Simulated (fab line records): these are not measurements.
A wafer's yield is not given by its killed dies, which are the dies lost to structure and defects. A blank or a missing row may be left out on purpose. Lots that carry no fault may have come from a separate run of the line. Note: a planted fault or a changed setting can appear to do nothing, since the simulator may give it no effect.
Which tool was responsible? ; flow nand-harc ; 11 lots, 32 wafers sampled, at 5 steps of a route of 1302

== WHAT THE GAUGES READ, wafer by wafer ==
NHARC_END_SORT_01.
lot;measured;on;killed-at-array
L927;day 28 15:38;prober-01;74 519
L928;day 28 23:31;prober-01;51 502 491
L930;day 29 19:32;prober-01;24 462 21

== WHICH TOOL RAN EACH LOT (tool, then ch and the chambers of the sampled wafers, then the start) ==
lot;NHARC_A_STAIRCASE_TRIM_12;NHARC_A_STAIRCASE_TRIM_14;NHARC_A_STAIRCASE_ETCH_15;NHARC_A_STAIRCASE_TRIM_18
L919;rie-diel-02 ch 1,2, day 15 21:53;rie-diel-02 ch 1,3, day 15 22:34 or earlier;rie-diel-02 ch 0,1,2, day 15 22:34 or earlier;rie-diel-02 ch 0,1, day 15 22:34
L920;rie-diel-02 ch 0,1,3, day 15 23:16;rie-diel-02 ch 0,2,3, day 15 23:59 or earlier;rie-diel-02 ch 1,2,3, day 15 23:59 or earlier;rie-diel-02 ch 0,2,3, day 15 23:59
L921;rie-diel-02 ch 0,1,3, day 16 12:25;rie-diel-02 ch 0,3, day 16 13:32 or earlier;rie-diel-02 ch 0,2,3, day 16 13:32 or earlier;rie-diel-02 ch 1,3, day 16 13:32
L927;rie-diel-02 ch 0,3, day 19 23:26;rie-diel-02 ch 0,2, day 20 00:08 or earlier;rie-diel-02 ch 0,1, day 20 00:08 or earlier;rie-diel-02 ch 0,3, day 20 00:08
L928;rie-diel-02 ch 0,1,2, day 20 02:53;rie-diel-02 ch 1,2,3, day 20 03:43 or earlier;rie-diel-02 ch 1,3, day 20 03:43 or earlier;rie-diel-02 ch 0,2, day 20 03:43
L930;rie-diel-02 ch 0,3, day 21 02:10;rie-diel-02 ch 0,2,3, day 21 03:46 or earlier;rie-diel-02 ch 0,2,3, day 21 03:46 or earlier;rie-diel-02 ch 2,3, day 21 03:46
L934;rie-diel-04 ch 0,1,3, day 21 20:25;rie-diel-04 ch 0,2,3, day 21 21:06 or earlier;rie-diel-04 ch 0,1,2, day 21 21:06 or earlier;rie-diel-04 ch 0,1,3, day 21 21:06
L935;rie-diel-04 ch 0,1,2, day 22 17:29;rie-diel-04 ch 0,1,2, day 22 18:09 or earlier;rie-diel-04 ch 0,2,3, day 22 18:09 or earlier;rie-diel-04 ch 0,1,3, day 22 18:09
L936;rie-diel-07 ch 0,3, day 23 04:32;rie-diel-07 ch 1,2, day 23 06:09 or earlier;rie-diel-07 ch 1,2,3, day 23 06:09 or earlier;rie-diel-07 ch 0,1,3, day 23 06:09
L938;rie-diel-04 ch 1,2, day 24 19:28;rie-diel-04 ch 0,1,3, day 24 20:10 or earlier;rie-diel-04 ch 0,3, day 24 20:10 or earlier;rie-diel-04 ch 0,1, day 24 20:10
L942;rie-diel-04 ch 0,1,3, day 25 13:07;rie-diel-04 ch 0,1,2, day 25 13:46 or earlier;rie-diel-04 ch 1,3, day 25 13:46 or earlier;rie-diel-04 ch 0,2, day 25 13:46
- NHARC_A_STAIRCASE_TRIM_12: chemistry O2, time 211.2 s.
- NHARC_A_STAIRCASE_TRIM_14: chemistry O2, time 211.2 s.
- NHARC_A_STAIRCASE_ETCH_15: etches the open film in C4F8/O2, target depth 100 nm, time 40.5 s.
- NHARC_A_STAIRCASE_TRIM_18: chemistry O2, time 211.2 s.

== THE ANSWER, worked out from the rows above alone ==
Rule: the lots themselves supply what counts as usual. The widest of any qualifying gaps counts: lots, ordered by their means at a reading, are off when they make up no more than a third of the lots, leave a main group of 4 or more, and stand apart from it by 3 or more times the standard deviation of that group's means. Not used: any main group whose means are identical at the precision the tables above print for the reading. A lot without any number at a reading at which 4 lots or more have one is off too. Any other lot the step has rows for is counted as sound.
Nothing can be told from this: no lot is off at any reading shown.

== WHAT THE SIMULATOR HAD INSERTED ==
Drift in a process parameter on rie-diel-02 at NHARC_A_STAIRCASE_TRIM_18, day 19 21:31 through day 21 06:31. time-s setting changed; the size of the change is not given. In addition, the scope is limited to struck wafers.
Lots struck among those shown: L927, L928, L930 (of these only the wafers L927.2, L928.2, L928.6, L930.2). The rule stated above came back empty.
